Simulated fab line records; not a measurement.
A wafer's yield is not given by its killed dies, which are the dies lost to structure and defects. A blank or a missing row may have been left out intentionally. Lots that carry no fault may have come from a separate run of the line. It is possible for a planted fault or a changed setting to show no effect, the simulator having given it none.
The tool behind it: which one?	flow n5Finfet	31 wafers from 11 lots sampled at 4 of the route's 1938 steps

WHAT THE GAUGES READ, wafer by wafer
N5_BEOL_M8_THK_MEAS_01.
lot	measured	on	M8_ILD_THK (nm)
L827	day 10 01:12	filmMetro-01	153.6 157.6 157.5
L834	day 10 22:01	filmMetro-01	153.2 156.9 159.8
L833	day 11 03:38	filmMetro-02	153.2 154.5 157.2
L832	day 11 05:37	filmMetro-01	156.0 157.4 159.4
L835	day 11 07:52	filmMetro-01	152.7 155.1 155.6
L837	day 12 02:19	filmMetro-01	155.4 155.5 157.8
L841	day 12 19:07	filmMetro-01	153.4 145.8
L847	day 13 23:59	filmMetro-01	154.5 159.3 157.0
L848	day 15 06:31	filmMetro-02	154.0 154.2 155.6
L850	day 15 16:15	filmMetro-01	157.0 156.4 159.6
L849	day 16 09:31	filmMetro-02	154.8 156.1

TOOL THAT RAN EACH LOT (tool first, then ch and the chambers of the sampled wafers, then the start)
lot	N5_BEOL_M7_STRIP_80	N5_BEOL_M7_CURE_75	N5_BEOL_M8_ILD_DEP_00
L827	rieDiel-02 ch 0,3, day 9 22:25 or earlier	uvCure-03 ch 2, day 9 22:25	pecvd-03 ch 0,2, day 10 00:37
L834	rieDiel-02 ch 1,2, day 10 18:35 or earlier	uvCure-03 ch 1, day 10 18:35	pecvd-03 ch 1,2, day 10 20:54
L833	rieDiel-02 ch 1,2,3, day 11 00:08 or earlier	uvCure-02 ch 2, day 11 00:08	pecvd-02 ch 0,2, day 11 03:03
L832	rieDiel-05 ch 0,2, day 11 01:59 or earlier	uvCure-02 ch 0, day 11 01:59	pecvd-01 ch 0,1, day 11 04:50
L835	rieDiel-04 ch 2,3, day 11 04:51 or earlier	uvCure-01 ch 1, day 11 04:51	pecvd-01 ch 0,2, day 11 07:17
L837	rieDiel-04 ch 0,2,3, day 11 22:46 or earlier	uvCure-02 ch 2, day 11 22:46	pecvd-02 ch 0,2, day 12 01:29
L841	rieDiel-04 ch 1,2, day 12 16:22 or earlier	uvCure-03 ch 2, day 12 16:22	pecvd-03 ch 0,1, day 12 18:32
L847	rieDiel-05 ch 2,3, day 13 21:05 or earlier	uvCure-03 ch 2, day 13 21:05	pecvd-01 ch 0,2, day 13 23:25
L848	rieDiel-02 ch 0,1,2, day 15 02:40 or earlier	uvCure-02 ch 1, day 15 02:40	pecvd-01 ch 0,2, day 15 05:34
L850	rieDiel-02 ch 0,1,2, day 15 12:14 or earlier	uvCure-03 ch 2, day 15 12:14	pecvd-02 ch 0,1, day 15 15:39
L849	rieDiel-04 ch 0,1, day 16 06:38 or earlier	uvCure-03 ch 0, day 16 06:38	pecvd-01 ch 0,2, day 16 08:57
- N5_BEOL_M7_STRIP_80: strips in N2/H2, time 10 s.
- N5_BEOL_M7_CURE_75: cures SiCOH lowk, time 120 s.
- N5_BEOL_M8_ILD_DEP_00: deposits SiCOH lowk from DEMS/porogen, target thk 179.75 nm, time 33.4 s.

THE ANSWER, worked out from the rows above alone
Rule: the usual values come from the lots themselves. The widest of any qualifying gaps counts: lots, ordered by their means at a reading, are off when they make up no more than a third of the lots, leave a main group of 4 or more, and stand apart from it by 3 or more times the standard deviation of that group's means. If all means in a main group match to the digits the tables above print for the reading, that group is not used. Also off: a lot with no number at a reading for which 4 or more lots have one. The other lots that the step has rows for count as sound.
Off: L841, at N5_BEOL_M8_THK_MEAS_01 (M8_ILD_THK). Main group: mean 156.1 nm, sd 1.1.
A tool fits if, at a process step before that reading, it ran every lot that is off, and no sound lot after the first of them. The gauges at N5_BEOL_M8_THK_MEAS_01 are tried like those tools. With no start given for some of its lots, N5_BEOL_M7_STRIP_80 uses the hours and lot order of N5_BEOL_M7_CURE_75. One fits: pecvd-03 at N5_BEOL_M8_ILD_DEP_00. Its last sound lot is L834 (day 10 20:54), its first lot that is off L841 (day 12 18:32): a fault that began between those two fits.

WHAT THE SIMULATOR HAD PUT IN
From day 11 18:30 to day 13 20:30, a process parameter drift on pecvd-03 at N5_BEOL_M8_ILD_DEP_00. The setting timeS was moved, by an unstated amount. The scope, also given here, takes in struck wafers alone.
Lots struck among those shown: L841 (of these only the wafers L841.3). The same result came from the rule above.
